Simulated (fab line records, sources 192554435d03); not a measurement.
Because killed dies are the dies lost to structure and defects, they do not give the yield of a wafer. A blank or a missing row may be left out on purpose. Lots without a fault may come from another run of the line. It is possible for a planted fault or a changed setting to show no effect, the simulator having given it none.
A lot that was struck, set against a sound lot -- flow n5Finfet -- 18 steps out of a route of 1938
Sound: these wafers, L234.2, L234.3, L234.5. Struck: wafers L235.1, L235.5, L235.6. Last of all comes the cause.
Each step with rows lists, per side, the tool, then ch with its chambers, then its first start. Under that, the readings that differ: sound wafers -- struck wafers -- difference of the means -- sigmas: that difference in standard deviations of wafers without a fault.
alike: readings with means less than 2 such deviations apart, plus words and numbers identical on both sides. not compared: withheld readings, readings lacking a value on some wafer, bounds such as >300 that could conceal the same value, and numbers that have no deviation in the record and whose values overlap.
Wherever a step has rows on one side only, a row that says differs or no value, or a row with sigmas, the two part there. Numbers that don't overlap but have no deviation are shown without sigmas and don't part them. A reading that every wafer of one side lacks parts them only if that side has two wafers or more.

first, 9 steps without rows for these wafers: N5_SD_EPI_P_COAT_35 (time 60 s, resist thk 35 nm); N5_SD_EPI_P_COAT_03 (resist thk 150 nm); N5_SD_EPI_P_EBR_05; N5_SD_EPI_P_SOFTBAKE_04 (time 60 s); N5_SD_EPI_P_EXPOSE_06 (exposes mask SD P BLK, target cd 240 nm); N5_SD_EPI_P_PEB_07 (peb time 60 s); N5_SD_EPI_P_DEVELOP_08 (develop time 30 s); N5_SD_EPI_P_DESCUM_14 (chemistry O2, time 7.9 s); N5_SD_EPI_P_ETCH_36 (etches SiARC in CF4, target depth 45.5 nm, time 75.8 s).
N5_SD_EPI_P_ETCH_37: etches SOC in N2/H2, overetch 108 nm, time 486 s.
  sound on rieDiel-06 ch 0,3, day 4 05:23; struck on rieDiel-06 ch 0,1,3, day 4 13:29
reading,sound,struck,difference,sigmas
rfFwdPowerW (W),2982 2996 2998,3734 3713 3708,+726,+76
rfVppV (V),241.7 239.3 240.2,223.1 223.6 221.3,-17.7,-15
model.SD_EPI_P.cdNm (nm),239.6 239 240,244 242.6 243.4,+4,
model.SiARC_of_SD_EPI_P_COAT_35.thkNm (nm),20 20.4 20.6,17.8 17 17.6,-2.9,
  alike: biasW, drypumpMotorCurrentA, oesProductAu, showerheadPlenumPTorr, throttleValvePct
  not compared: rfHoursCounterH
then, 1 step without rows for these wafers: N5_SD_EPI_P_STRIP_38 (strips in N2/H2).
N5_SD_EPI_P_ETCHBACK_46: etches SiNx in CH3F/O2, stops on SiO2, target depth 17.5 nm.
  sound on rieDiel-06 ch 0,3, day 4 05:42; struck on rieDiel-06 ch 0,1,3, day 4 13:49
reading,sound,struck,difference,sigmas
model.SiARC_of_SD_EPI_P_COAT_35.thkNm (nm),15.4 16 16.2,13.6 12.4 13.2,-2.8,
  alike: O2_flow_sccm, biasW, drypumpMotorCurrentA, oesProductAu, rfVppV, showerheadPlenumPTorr, throttleValvePct
  not compared: rfHoursCounterH
then, 3 steps without rows for these wafers: N5_SD_EPI_P_ETCH_47 (etches SiOCN in CH3F/O2, target depth 25 nm); N5_SD_EPI_P_ETCH_16 (etches SiO2 in CHF3/O2, target depth 5 nm); N5_SD_EPI_P_STRIP_50 (strips in CHF3/O2).
N5_SD_EPI_P_SD_RECESS_17: chemistry HBr/Cl2/O2, target depth 39.1 nm, bt time 3 s.
  sound on rieSi-05 ch 0,2, day 4 05:58; struck on rieSi-02 ch 0,1, day 4 14:05
reading,sound,struck,difference,sigmas
model.SD_EPI_P.cdNm (nm),239.6 238.8 240,243.8 242.4 243.4,+3.7,
  alike: O2_flow_sccm, biasW, drypumpMotorCurrentA, heBacksideLeakSccm, oesProductAu, throttleValvePct
  not compared: rfHoursCounterH
then, 1 step without rows for these wafers: N5_SD_EPI_P_WET_ETCH_45 (etches SiO2 in dHF, time 10.7 s, target depth 2 nm, rinse time 30 s).
-- the record jumps here: 6 days lie between the struck wafers' starts before and after (it left off in module SD_EPI_P and takes up again in module BEOL_M4, whose first step shown is number 1111 of the route) --
N5_BEOL_M4_RC_MEAS_101:
  sound on prober-02 ch 0, day 9 15:13; struck on prober-01 ch 0, day 10 15:33
  alike: DIBL_N, DIBL_P, IOFF_N, IOFF_P, ION_N, ION_P, SS_N, SS_P, VT_N, VT_P

== WHERE THEY PART ==
At N5_SD_EPI_P_ETCH_37 and nowhere else, as far as this record goes. Later steps at which nothing parts them and some readings are alike: N5_SD_EPI_P_ETCHBACK_46, N5_SD_EPI_P_SD_RECESS_17, N5_BEOL_M4_RC_MEAS_101.

WHY: whatever the simulator had introduced
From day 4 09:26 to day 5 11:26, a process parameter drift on rieDiel-06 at N5_SD_EPI_P_ETCH_37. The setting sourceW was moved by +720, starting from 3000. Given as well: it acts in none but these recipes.
